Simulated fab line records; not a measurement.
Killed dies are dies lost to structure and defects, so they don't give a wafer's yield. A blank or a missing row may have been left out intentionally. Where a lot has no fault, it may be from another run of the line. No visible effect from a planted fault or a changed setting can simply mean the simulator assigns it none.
Split-lot study ; flow n5 finfet ; route with 1938 steps; 7 lots, 39 wafers read

ABOUT THE SPLIT
At N5_BEOL_M6_ALD_77 (deposits TaN, target thk 2 nm, pulse time 2 s, purge time 3 s), the setting ald cycles was moved away from the recipe's 40 on 9 of the 39 wafers read, by -45.0% to +27.5%. The other wafers ran this setting at the recipe's value.

Reading taken at the split's own step.

THE READING
TaN_of_BEOL_M6_ALD_77.thk nm (the simulator's own value, which no gauge read), in nm, at N5_BEOL_M6_ALD_77 (deposits TaN, target thk 2 nm, pulse time 2 s, purge time 3 s). No usual value for it is given in the file.

wafer;tool, chamber at the split;ald cycles as run;against the recipe;TaN_of_BEOL_M6_ALD_77.thk nm, nm;against lot-mates on the recipe
L075.1;ald metal-02, 3,0,1,2,0,3;40;recipe;2;-
L075.2;ald metal-02, 3,0,1,2,0,3;40;recipe;2;-
L075.3;ald metal-02, 3,0,1,2,0,3;40;recipe;2;-
L075.4;ald metal-02, 3,0,1,2,0,3;40;recipe;2;-
L075.5;ald metal-02, 3,0,1,2,0,3;40;recipe;2;-
L075.6;ald metal-02, 3,0,1,2,0,3;40;recipe;2;-
L078.1;ald metal-02, 3,2,1;40;recipe;2;-
L078.3;ald metal-02, 3,2,1;40;recipe;2;-
L078.6;ald metal-02, 3,2,1;40;recipe;2;-
L078.2;ald metal-02, 0;22;-45.0%;1;-1.0
L078.5;ald metal-02, 0;22;-45.0%;1;-1.0
L078.4;ald metal-02, 1;22;-45.0%;1.2;-0.8
L079.1;ald metal-03, 3,1,1;40;recipe;2;-
L079.3;ald metal-03, 3,1,1;40;recipe;2;-
L079.4;ald metal-03, 3,1,1;40;recipe;2;-
L079.2;ald metal-03, 0;34;-15.0%;1.8;-0.2
L079.5;ald metal-03, 0;34;-15.0%;1.8;-0.2
L079.6;ald metal-03, 3;34;-15.0%;1.6;-0.4
L087.1;ald metal-04, 1,0,1;51;+27.5%;2.6;+0.6
L087.3;ald metal-04, 1,0,1;51;+27.5%;2.6;+0.6
L087.5;ald metal-04, 1,0,1;51;+27.5%;2.6;+0.6
L087.2;ald metal-04, 2,3,0;40;recipe;2;-
L087.4;ald metal-04, 2,3,0;40;recipe;2;-
L087.6;ald metal-04, 2,3,0;40;recipe;2;-
L088.2;ald metal-02, 3,0,2;40;recipe;2;-
L088.3;ald metal-02, 3,0,2;40;recipe;2;-
L088.4;ald metal-02, 3,0,2;40;recipe;2;-
L092.1;ald metal-02, 3,0,2,1,2,3;40;recipe;2;-
L092.2;ald metal-02, 3,0,2,1,2,3;40;recipe;2;-
L092.3;ald metal-02, 3,0,2,1,2,3;40;recipe;2;-
L092.4;ald metal-02, 3,0,2,1,2,3;40;recipe;2;-
L092.5;ald metal-02, 3,0,2,1,2,3;40;recipe;2;-
L092.6;ald metal-02, 3,0,2,1,2,3;40;recipe;2;-
L093.1;ald metal-03, 2,3,1,3,2,1;40;recipe;2;-
L093.2;ald metal-03, 2,3,1,3,2,1;40;recipe;2;-
L093.3;ald metal-03, 2,3,1,3,2,1;40;recipe;2;-
L093.4;ald metal-03, 2,3,1,3,2,1;40;recipe;2;-
L093.5;ald metal-03, 2,3,1,3,2,1;40;recipe;2;-
L093.6;ald metal-03, 2,3,1,3,2,1;40;recipe;2;-
Where a row lists several chambers, the file gives one row for several wafers and doesn't say which wafer went through which chamber.

FIT RESULTS
A straight line over all 39 wafers: TaN_of_BEOL_M6_ALD_77.thk nm changes by +0.0209 nm for each +1% of ald cycles; r = +0.99; the points scatter about the line by 0.04 nm.
The same after taking each lot's own level away (the mean of its wafers on the recipe; 39 wafers): +0.0209 nm for each +1%; r = +0.99; scatter 0.04 nm.
Per that fit: largest ald cycles move, reading shift of 0.94 nm.
The lots' own levels span 2.00 to 2.00 nm.
The two slopes are in agreement: the lot-to-lot level therefore moves the slope only a little.
Check: with one of the wafers moved furthest among these (-45.0%) left out of the fit, the line predicts -0.912 nm for it against its lot-mates. It came out at -1 nm against them.

OTHER SPLITS ON THESE WAFERS
Before the reading, these wafers also passed through other splits. Each is held against what the fit with the lots' levels taken away leaves over:
other split on the same wafers;wafers away from the commonest value;r with TaN_of_BEOL_M6_ALD_77.thk nm (lot level and that fit taken away)
N5_BEOL_M1_HM_DEP_02 target thk a;9;-0.14
N5_BEOL_M2_TRENCH_ETCH_37 target depth a;6;-0.01
N5_BEOL_M4_ETCH_70 time s;9;-0.18

FILE'S OWN FIT
TaN_of_BEOL_M6_ALD_77.thk nm changes by +0.0208 nm for each +1% of ald cycles, r = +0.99.
